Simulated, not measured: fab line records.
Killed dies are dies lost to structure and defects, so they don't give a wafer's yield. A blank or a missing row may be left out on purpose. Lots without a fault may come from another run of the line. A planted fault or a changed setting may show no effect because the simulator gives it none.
The tool behind it: which one? -- flow nand-harc -- 12 lots with 36 wafers sampled at 3 steps, on a route of 1159 steps

## WHAT THE GAUGES SHOWED, per wafer
NHARC_P_STI_CD_MEAS_16. Usual: cd-nm 198 nm, standard deviation 3.2.
lot,measured,on,cd-nm (nm),flag
L874,day 2 08:01,cd-sem-02,193 200 201,
L875,day 2 17:46,cd-sem-02,197 202 204,
L876,day 3 03:12,cd-sem-03,203 199 199,
L877,day 3 03:41,cd-sem-03,201 201 205,
L878,day 3 14:06,cd-sem-02,198 198 194,
L882,day 4 13:03,cd-sem-01,201 197 199,
L883,day 4 20:41,cd-sem-02,199 200 196,
L884,day 4 20:52,cd-sem-03,193 199 198,
L887,day 5 19:04,cd-sem-03,197 202 201,
L889,day 6 10:54,cd-sem-03,195 201 200,
L893,day 7 05:37,cd-sem-02,199 195 196,
L895,day 7 17:32,cd-sem-02,195 194 199,

## WHAT TOOL EACH LOT RAN ON (gives the tool, then ch and the chambers of the sampled wafers, and finally the start)
lot,NHARC_P_ZERO_WELL_ETCH_65,NHARC_P_STI_ETCH_42
L874,"rie-diel-10 ch 0,1,2, day 1 13:37","rie-diel-08 ch 2,3, day 2 07:40"
L875,"rie-diel-09 ch 1,2,3, day 1 19:29","rie-diel-12 ch 1,2,3, day 2 17:25"
L876,"rie-diel-04 ch 0,2, day 2 01:36","rie-diel-12 ch 1,2, day 3 02:51"
L877,"rie-diel-04 ch 0,1,3, day 2 07:33","rie-diel-08 ch 0,2,3, day 3 03:18"
L878,"rie-diel-04 ch 2,3, day 2 13:33","rie-diel-08 ch 1,3, day 3 13:45"
L882,"rie-diel-09 ch 0,1,2, day 3 13:29","rie-diel-08 ch 0,1,3, day 4 12:42"
L883,"rie-diel-10 ch 0,1, day 3 19:29","rie-diel-12 ch 0,1,2, day 4 20:21"
L884,"rie-diel-09 ch 0,3, day 4 01:29","rie-diel-08 ch 0,2,3, day 4 20:31"
L887,"rie-diel-04 ch 0,1,3, day 4 19:23","rie-diel-08 ch 0,2,3, day 5 18:43"
L889,"rie-diel-04 ch 0,1, day 5 07:39","rie-diel-12 ch 0,2, day 6 10:31"
L893,"rie-diel-10 ch 1,2,3, day 6 07:21","rie-diel-08 ch 0,1,2, day 7 05:14"
L895,"rie-diel-09 ch 0,1, day 6 19:32","rie-diel-12 ch 1,2,3, day 7 17:11"
- NHARC_P_ZERO_WELL_ETCH_65: etches the open film in N2/H2, target depth 80 nm, overetch 24 nm, time 87.88 s.
- NHARC_P_STI_ETCH_42: etches the open film in N2/H2, target depth 80 nm, overetch 24 nm, time 61 s.

## WHAT THE TOOLS THEMSELVES READ (means of the sampled wafers that have a number; where no wafer has one, the mark that the record gives instead)
NHARC_P_ZERO_WELL_ETCH_65. Usual: drypump-motor-current-A 6.0 A, standard deviation 0.4; oes-product-au 1.001 a.u., standard deviation 0.013; rf-vpp-V 431.6 V, standard deviation 1.8; showerhead-plenum-p-Torr 2.08 Torr, standard deviation 0.057; throttle-valve-pct 14.171 %, standard deviation 0.0089.
lot,tool,drypump-motor-current-A (A),oes-product-au (a.u.),rf-vpp-V (V),showerhead-plenum-p-Torr (Torr),throttle-valve-pct (%),flag
L874,rie-diel-10,5.8,1.014,432.6,2.09,14.170,
L875,rie-diel-09,5.8,1.004,430.3,2.05,14.167,
L876,rie-diel-04,6.1,0.997,430.3,2.05,14.176,
L877,rie-diel-04,6.1,0.995,430.8,2.05,14.165,
L878,rie-diel-04,6.4,0.989,429.7,2.05,14.179,
L882,rie-diel-09,5.6,0.988,432.0,2.09,14.162,
L883,rie-diel-10,5.6,1.006,432.5,2.11,14.168,
L884,rie-diel-09,5.8,0.995,431.3,2.09,14.175,
L887,rie-diel-04,6.1,0.994,431.5,2.05,14.167,
L889,rie-diel-04,6.0,1.005,429.8,2.04,14.179,
L893,rie-diel-10,6.1,1.006,433.4,2.12,14.174,
L895,rie-diel-09,5.6,0.985,433.6,2.13,14.183,

NHARC_P_STI_ETCH_42. Usual: drypump-motor-current-A 5.6 A, standard deviation 0.52; oes-product-au 0.997 a.u., standard deviation 0.012; rf-vpp-V 430.5 V, standard deviation 2.4; showerhead-plenum-p-Torr 2.04 Torr, standard deviation 0.085; throttle-valve-pct 14.172 %, standard deviation 0.0095.
lot,tool,drypump-motor-current-A (A),oes-product-au (a.u.),rf-vpp-V (V),showerhead-plenum-p-Torr (Torr),throttle-valve-pct (%),flag
L874,rie-diel-08,5.7,1.010,429.2,1.99,14.169,
L875,rie-diel-12,5.4,0.996,432.6,2.13,14.171,
L876,rie-diel-12,4.9,1.005,430.9,2.07,14.165,
L877,rie-diel-08,5.8,0.994,429.8,2.03,14.172,
L878,rie-diel-08,5.7,1.000,429.5,2.01,14.168,
L882,rie-diel-08,5.7,0.992,430.2,2.01,14.175,
L883,rie-diel-12,5.0,1.000,431.7,2.09,14.172,
L884,rie-diel-08,5.7,0.992,430.7,2.03,14.172,
L887,rie-diel-08,5.7,0.966,430.5,2.03,14.172,
L889,rie-diel-12,4.8,1.017,431.7,2.06,14.162,
L893,rie-diel-08,5.8,0.966,428.5,1.98,14.169,
L895,rie-diel-12,5.4,1.002,433.4,2.13,14.168,

## THE ANSWER, worked out from the rows above alone
Rule: lot off if the mean of its wafers having a number is beyond 3 standard deviations from the usual mean. Also off: a lot with no number at a reading for which 4 or more lots have one. All remaining lots with rows at the step are treated as sound. After the gauges, taken in route order, come the tools' own readings; for these a lot's mean is taken, as printed above. At the first step where some lot is off, the reading lying furthest off is the one used; lots without a number count as furthest.
Across all readings shown, no lot is off: no conclusion can be drawn from this.

## WHAT HAD BEEN PUT IN BY THE SIMULATOR
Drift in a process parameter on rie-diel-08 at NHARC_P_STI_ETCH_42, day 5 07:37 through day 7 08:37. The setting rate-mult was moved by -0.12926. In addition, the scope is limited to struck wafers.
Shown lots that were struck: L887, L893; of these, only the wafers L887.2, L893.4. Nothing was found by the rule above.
